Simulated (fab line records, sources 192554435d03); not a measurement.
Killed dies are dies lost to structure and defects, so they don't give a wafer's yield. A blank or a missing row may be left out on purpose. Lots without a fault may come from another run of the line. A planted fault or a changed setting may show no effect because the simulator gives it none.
fab line records | flow n5_finfet
record lots=4 wafers=12 last_day=18
route steps=1938 shown BEOL_M15@1777 PASSIVATION@1936
lots that met no fault: from a run of the same line without faults
start_h: hours from the record's first day to the start of the lot's first wafer shown | wait_h: hours since the lot's step before | " the same as in the row above | L1.1+2: a row that stands for several wafers | - no value, or no start given | * or withheld: withheld | < > ~ a bound
route shown NAME@n: a module of which the file shows steps, and the number in the route of the first | usual: mean/standard deviation of fault-free wafers | same: alike in all rows | chamber/n: place in a boat | sites: the reading at each site | _std_site: their standard deviation | _edge_site: outer sites' mean less inner sites' | radius_mm: how far each site lies from the wafer's centre | mask NAME#n: copy n | behind: the tool/chamber that last shaped the wafer | hold: why the lot was held/for how many hours/how that ended | device: the transistor (n, p or np) that didn't switch | end of line: the same wafers' tests at the end of the route | a step without rows: its recipe alone | killed: dies lost to structure and defects at the first sort, not the wafer's yield | map: a wafer's dies, x killed, . not, _ none there
set.NAME: the setting as run; set.NAME@STEP: as run at that earlier step | model.NAME: the simulator's own value behind a step, which no gauge read
lots at some steps of the route; a table a step, a row a wafer
services: from which hour (start_h, from the record's first day; less than 0 if before it) a tool's chamber was out of use, for how many hours, and why
## steps
# step N5_BEOL_M15_EBR_06
# recipe solvent=PGMEA ebr_width_mm=1.5
# step N5_BEOL_M15_SOFTBAKE_05
# recipe temp_c=130 time_s=60
# step N5_BEOL_M15_EXPOSE_07
# recipe mask_id=V14 na=0.8 source_shape=annular sigma_inner=0.5 sigma_outer=0.8 polarization=unpolarized attpsm_phase_deg=180 dose_mj=41.25
# step N5_BEOL_M15_PEB_08
# recipe peb_temp_c=130 peb_time_s=90
# step N5_BEOL_M15_DEVELOP_09
# recipe develop_time_s=45 rinse_liquid=diw dry=air_spin dev_temp_c=21
# step N5_BEOL_M15_HARDBAKE_14
# recipe temp_c=130 time_s=120
# step N5_BEOL_M15_DESCUM_15
# recipe chemistry=O2 time_s=7.9 source_power_w=50 bias_power_w=20 pressure_mtorr=20 rf_frequency_hz=2.712e+07 temp_c=40 o2_flow_sccm=225
# step N5_BEOL_M15_ETCH_59
# recipe chemistry=N2/H2 target=BARC target_depth_a=890 overetch_a=267 time_s=67.9 ion_energy_ev=200 pressure_mtorr=30 source_w=840 bias_w=150 n2_flow_sccm=200 h2_flow_sccm=200
# step N5_BEOL_M15_VIA_ETCH_16
# recipe chemistry=C4F8/O2/Ar target=SiO2 he_inner_torr=15 he_outer_torr=30 target_depth_a=17922 time_s=withheld ion_energy_ev=800 pressure_mtorr=20 source_w=1905 bias_w=2040 Ar_flow_sccm=400 C4F8_flow_sccm=16 O2_flow_sccm=12 ends=cleared
# step N5_BEOL_M15_STRIP_63
# recipe chemistry=O2 power_w=600 temp_c=60 pressure_mtorr=30 rf_frequency_hz=6e+07 bias_power_w=0 overash_fraction=0.3 o2_flow_sccm=225
# usual drypump_motor_current_A=5.77/0.27 oes_product_au=0.78/0.075 rf_vpp_V=3.7/0.84 showerhead_plenum_p_Torr=2.11/0.074 throttle_valve_pct=16.63/0.23
# columns lot.wafer tool chamber start_h wait_h drypump_motor_current_A oes_product_au rf_hours_counter_h rf_vpp_V showerhead_plenum_p_Torr throttle_valve_pct
L784.3 rie_diel-03 1 277 - 6.29 0.70 194 2.1 2.18 16.48
L784.4 " 0 " " 5.63 0.87 71 2.9 2.15 16.60
L784.5 " 3 " " 5.45 0.78 - 3.3 2.01 16.81
L786.1 rie_diel-03 3 340 - 5.46 0.74 170 3.3 2.01 16.85
L786.4 " 0 " " 5.62 0.84 92 4.7 2.14 16.67
L786.5 " 2 " " 5.71 0.82 - 3.9 2.20 16.41
L793.4 rie_diel-03 1 361 - 6.36 0.68 219 4.8 2.17 16.52
L793.5 " 3 " " 5.45 0.74 - 4.1 2.00 16.85
L793.6 " 0 " " 5.63 0.82 - 3.4 2.14 16.68
L804.1 rie_diel-05 0 414 - 5.61 0.84 74 2.7 2.11 16.20
L804.4 " 2 " " 6.04 0.92 13 5.4 2.22 16.56
L804.6 " 2 " " 6.05 0.93 - 3.3 2.22 16.57
# step N5_BEOL_M15_STRIP_64
# recipe chemistry=O2 power_w=600 temp_c=60 pressure_mtorr=30 rf_frequency_hz=6e+07 bias_power_w=0 overash_fraction=0.3 o2_flow_sccm=225
# step N5_BEOL_M15_STRIP_65
# recipe chemistry=post_etch_residue_remover time_s=60 temp_c=25 remover_ph=withheld remover_water_wt_pct=withheld remover_fluoride_wt_pct=withheld
# step N5_BEOL_M15_SRD_66
# recipe time_s=30 temp_c=23 rinse_liquid=diw dry=n2_spin spin_rpm=1500 dry_time_s=30
# step N5_BEOL_M15_COAT_56
# recipe resist=SOC temp_c=250 time_s=60 spin_rpm=1500 resist_thk_nm=550
# step N5_BEOL_M15_ETCH_57
# recipe chemistry=N2/H2 target=SOC source_w=3000 bias_w=350 time_s=750 ion_energy_ev=200 pressure_mtorr=30 n2_flow_sccm=200 h2_flow_sccm=200
# step N5_BEOL_M15_COAT_60
# recipe resist=BARC temp_c=205 time_s=60 spin_rpm=1500 resist_thk_nm=89
# step N5_BEOL_M15_COAT_22
# recipe spin_rpm=1704 resist_thk_nm=800
# step N5_BEOL_M15_EBR_24
# recipe solvent=PGMEA ebr_width_mm=1.5
# step N5_BEOL_M15_SOFTBAKE_23
# recipe temp_c=130 time_s=60
# step N5_BEOL_M15_EXPOSE_25
# recipe mask_id=M15 na=0.8 source_shape=annular sigma_inner=0.5 sigma_outer=0.8 polarization=unpolarized target_cd_nm=400 dose_mj=35.5
# step N5_BEOL_M15_PEB_26
# recipe peb_temp_c=130 peb_time_s=90
# step N5_BEOL_M15_DEVELOP_27
# recipe develop_time_s=45 rinse_liquid=diw dry=air_spin dev_temp_c=21
# step N5_BEOL_M15_HARDBAKE_32
# recipe temp_c=130 time_s=120
# step N5_BEOL_M15_INSPECT_30
# recipe mode=adi inspect_instrument=macro
# usual raw_defect_count=1.9/1.2
# columns lot.wafer tool chamber start_h wait_h raw_defect_count
L784.3 defect_inspect-01 - 279.37 0.0 1
L784.4 " - " " 0
L784.5 " - " " 2
L786.1 defect_inspect-01 - 342.05 0.0 >300
L786.4 " - " " >300
L786.5 " - " " >300
L793.4 defect_inspect-02 - 362.99 0.0 >300
L793.5 " - " " >300
L793.6 " - " " >300
L804.1 defect_inspect-02 - 415.64 0.0 0
L804.4 " - " " 2
L804.6 " - " " 3
# step N5_BEOL_M15_DESCUM_33
# recipe chemistry=O2 time_s=7.9 source_power_w=50 bias_power_w=20 pressure_mtorr=20 rf_frequency_hz=2.712e+07 temp_c=40 o2_flow_sccm=225
# step N5_PASSIVATION_PROBE_49
# usual defect_limited_yield=91.5/1.5 killed_at_M0_to_M3=33/10 killed_at_M4_up=15/6.4 killed_at_contacts=12/5.4 killed_at_front_end=38/9.8 killed_at_other=4/3.1 killed_dies=101/18 killed_on_rim=13/3.9 killed_open=67/14 killed_short=33/7.9 sort_bin_5_function=5.0/1 sort_bin_6_memory=3.2/0.67 sort_n_pass=1079/18 sort_yield_pct=91.5/1.5
# same gross_dies=1180 killed_at_back_side=0 sort_bin_4_leakage[%]=0 sort_bin_8_speed[%]=0
# columns lot.wafer tool chamber start_h wait_h defect_limited_yield[%] killed_at_M0_to_M3 killed_at_M4_up killed_at_contacts killed_at_front_end killed_at_other killed_dies killed_on_rim killed_open killed_short sort_bin_5_function[%] sort_bin_6_memory[%] sort_n_pass sort_yield_pct[%]
L784.3 prober-01 - 300.88 0.1 91.7 17 14 17 46 4 98 11 65 33 4.8 3.2 1082 91.7
L784.4 prober-01 - 300.93 0.2 93.7 7 10 17 36 4 74 7 54 20 3.8 2.4 1106 93.7
L784.5 prober-01 - 300.98 0.2 91.0 31 3 22 48 2 106 12 76 30 4.6 3.9 1074 91.0
L786.1 prober-02 - 361.60 0.0 80.8 52 126 8 40 0 226 26 83 29 12.2 3.7 954 80.8
L786.4 prober-02 - 361.75 0.2 82.8 53 103 14 31 2 203 28 78 30 10.3 4.1 977 82.8
L786.5 prober-02 - 361.80 0.2 78.3 29 169 23 34 1 256 17 68 29 13.6 4.7 924 78.3
L793.4 prober-01 - 390.45 0.2 81.2 18 156 12 34 2 222 6 52 25 10.5 3.8 958 81.2
L793.5 prober-01 - 390.50 0.2 83.2 19 137 12 29 1 198 23 49 30 10.1 3.1 982 83.2
L793.6 prober-01 - 390.55 0.3 83.3 38 114 13 29 3 197 37 73 22 9.7 4.0 983 83.3
# killed by level:class
L784.3 MOL_CONTACT_COAG:geometric_particle:open=15 FIN_SAQP:geometric_particle:open=10 FIN_SAQP:geometric_particle:short=6 BEOL_M0_SAQP:geometric_particle:short=6 BEOL_M4:geometric_particle:open=6 ILD0:geometric_particle:short=5 FIN_CUT:geometric_particle:open=3 STI_FIN_REVEAL:geometric_particle:open=3
L784.4 MOL_CONTACT_COAG:geometric_particle:open=17 STI_FIN_REVEAL:geometric_particle:open=10 GATE_CUT:geometric_particle:short=5 BEOL_M4:geometric_particle:open=5 FIN_SAQP:geometric_particle:open=4 STARTING-WAFER:geometric_particle:short=4 DUMMY_GATE:geometric_particle:open=3 GATE_CUT:geometric_particle:open=3
L784.5 FIN_SAQP:geometric_particle:open=18 MOL_CONTACT_COAG:geometric_particle:open=18 BEOL_M3:geometric_particle:open=12 STI_FIN_REVEAL:geometric_particle:open=8 BEOL_M0_SAQP:geometric_particle:open=8 DUMMY_GATE:geometric_particle:short=4 MOL_CONTACT_COAG:geometric_particle:short=4 BEOL_M1:geometric_particle:short=4
L786.1 BEOL_M15:unspecified=114 BEOL_M1:geometric_particle:open=17 BEOL_M3:geometric_particle:open=16 STI_FIN_REVEAL:geometric_particle:open=13 MOL_CONTACT_COAG:geometric_particle:open=5 BEOL_M2:geometric_particle:open=5 GATE_CUT:geometric_particle:short=4 GATE_CUT:geometric_particle:open=4
L786.4 BEOL_M15:unspecified=95 BEOL_M2:geometric_particle:open=13 MOL_CONTACT_COAG:geometric_particle:open=12 BEOL_M1:geometric_particle:open=10 BEOL_M3:geometric_particle:open=9 BEOL_M0_SAQP:geometric_particle:open=6 STI_FIN_REVEAL:geometric_particle:open=5 DUMMY_GATE:geometric_particle:open=5
L786.5 BEOL_M15:unspecified=158 MOL_CONTACT_COAG:geometric_particle:open=19 BEOL_M2:geometric_particle:open=9 BEOL_M0_SAQP:geometric_particle:open=6 BEOL_M1:geometric_particle:open=5 FIN_SAQP:geometric_particle:open=4 FIN_SAQP:geometric_particle:short=4 STI_FIN_REVEAL:geometric_particle:open=4
L793.4 BEOL_M15:unspecified=145 FIN_SAQP:geometric_particle:short=10 MOL_CONTACT_COAG:geometric_particle:open=9 BEOL_M0_SAQP:geometric_particle:open=8 STI_FIN_REVEAL:geometric_particle:open=7 FIN_SAQP:geometric_particle:open=6 BEOL_M4:geometric_particle:open=5 DUMMY_GATE:geometric_particle:open=4
L793.5 BEOL_M15:unspecified=118 MOL_CONTACT_COAG:geometric_particle:open=9 FIN_SAQP:geometric_particle:short=6 STI_FIN_REVEAL:geometric_particle:open=5 FIN_SAQP:geometric_particle:open=4 BEOL_M0_SAQP:geometric_particle:short=4 BEOL_M1:geometric_particle:open=4 BEOL_M3:geometric_particle:open=4
L793.6 BEOL_M15:unspecified=101 BEOL_M0_SAQP:geometric_particle:open=14 MOL_CONTACT_COAG:geometric_particle:open=13 BEOL_M3:geometric_particle:open=8 BEOL_M5:geometric_particle:open=5 BEOL_M2:geometric_particle:open=5 STI_FIN_REVEAL:geometric_particle:open=4 DUMMY_GATE:geometric_particle:open=4
# map L786.5 (x killed, . not)
_________________x...x.......________________
______________...............x.._____________
___________x............x.x........__________
__________.....xx............x......_________
________...xxx........................_______
_______.x.x........................x...______
______...............................x.._____
_____..........x.....xx.........x........____
____xx......................x.....x......x___
___..x................x....................__
___.....................x..........x.......__
__.x........................x..x............_
__...x......x...........x...x......x...x...._
_x...x.......................................
_................xx..............x...........
_.x..........x..x............x...xx..........
_........................xx.xx.xxx...........
_.......x..........x....x..xxxxxxxx...x......
_......x......x.....xx...x.xxxxxx.xx.........
_.....x.............x.xx.xxxxxxxxxx....x.....
_.........x......x......xxxxxxxxxxx.x.x......
__........x.........x.x.xxxxxxxxxxxxx......._
__........x............xxxxxxxxxxxxx.x......_
___....x....x..x......xxxxxxxxxxxxxxxx.....__
___....x............x...xxxxxxxxxxxxxxx....__
____..................xxxxxxxxxxxxxxx..xx.___
_____...................xxxxxxxxxxx.x....____
______.x..x...x......x....xxxxxxx....xx._____
_______.........x.x..x...xxxx.xxxxx.xx.______
________........x.x..x.....xxxx...x..._______
__________.....x.......xxxxxx......._________
___________..............x.......x.__________
______________...xx....x..x....._____________
_________________......x.....________________
# map L793.4 (x killed, . not)
_________________............________________
______________..x.....x........._____________
___________..................x.....__________
__________.....x..........xx.x......_________
________.....x.....x.................x_______
_______...x............................______
______...x.....x........................_____
_____...........xxx.x.x..................____
____..........xxxx.x......x............x..___
___..x......xxxxxxxxxxxx.........x.........__
___.....x..xxxxxxxxxxxxx...............x...__
__........xxxxxxxxxxxxxx..x.....xx.........._
__........xxxxxxxxxxxxxxx..................._
_....x.x...xxxxxxxxxxxxxxx.........x.........
_.x........xxxxxxxxxxxxxxx..x......x.x..x....
_....x.....xxxxxxxxxxxxx......x..............
_.x.x..x...xxxxxxxxxxxxx.x...................
_.......x....xxxxxxxxxxx.....................
_.x...x.....xxx.xxxxxx.xx......x.......x....x
_.............x.xxx..xx.....xx...............
_..........x..........x....x.................
__..........x.................x..........xx._
__.x.....................x.........x......x._
___...............x......xx.......x........__
___x..............x................x.......__
____.........x............................___
_____...................x................____
______...x.....x..................x....._____
_______............x..x.............x..______
________.............................._______
__________..............x.x...x....._________
___________...............x........__________
______________.................._____________
_________________............________________
## services
# columns tool chamber start_h hours kind
rie_diel-03 1 264.32 8.9 repair
rie_diel-05 - 264.84 14.6 pm
rie_diel-05 1 312.03 4.2 repair
rie_diel-05 1 326.87 - clean
rie_diel-05 1 326.87 - consumable_replace:focus_ring
rie_diel-05 1 326.87 16.5 scheduled_down
rie_diel-05 1 326.87 16.5 vent_cycle
rie_diel-05 - 329.63 7.5 repair
rie_diel-05 2 353.78 - clean
rie_diel-05 2 353.78 - consumable_replace:focus_ring
rie_diel-05 2 353.78 - consumable_replace:showerhead
rie_diel-05 2 353.78 19.7 scheduled_down
rie_diel-05 2 353.78 19.7 vent_cycle
rie_diel-05 3 365.69 3.9 repair
## key
first_sign step=N5_BEOL_M15_INSPECT_30 reading=raw_defect_count direction=up sigmas=99+ usual=1.9 struck=>300
effect step=N5_PASSIVATION_PROBE_49 reading=killed_at_M4_up direction=up sigmas=19 usual=15 struck=134
more_kills_born_at N5_BEOL_M15_STRIP_63@rie_diel-03=731
met_at N5_BEOL_M15_STRIP_63
struck_wafers L786.1,L786.4,L786.5,L793.4,L793.5,L793.6
onset_between 277 340
fault kind=chamber_particle_source tool=rie_diel-03 chamber=- onset_h=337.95 steps=N5_BEOL_M15_STRIP_63 rate_per_visit_cm2=1.6178 end_h=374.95
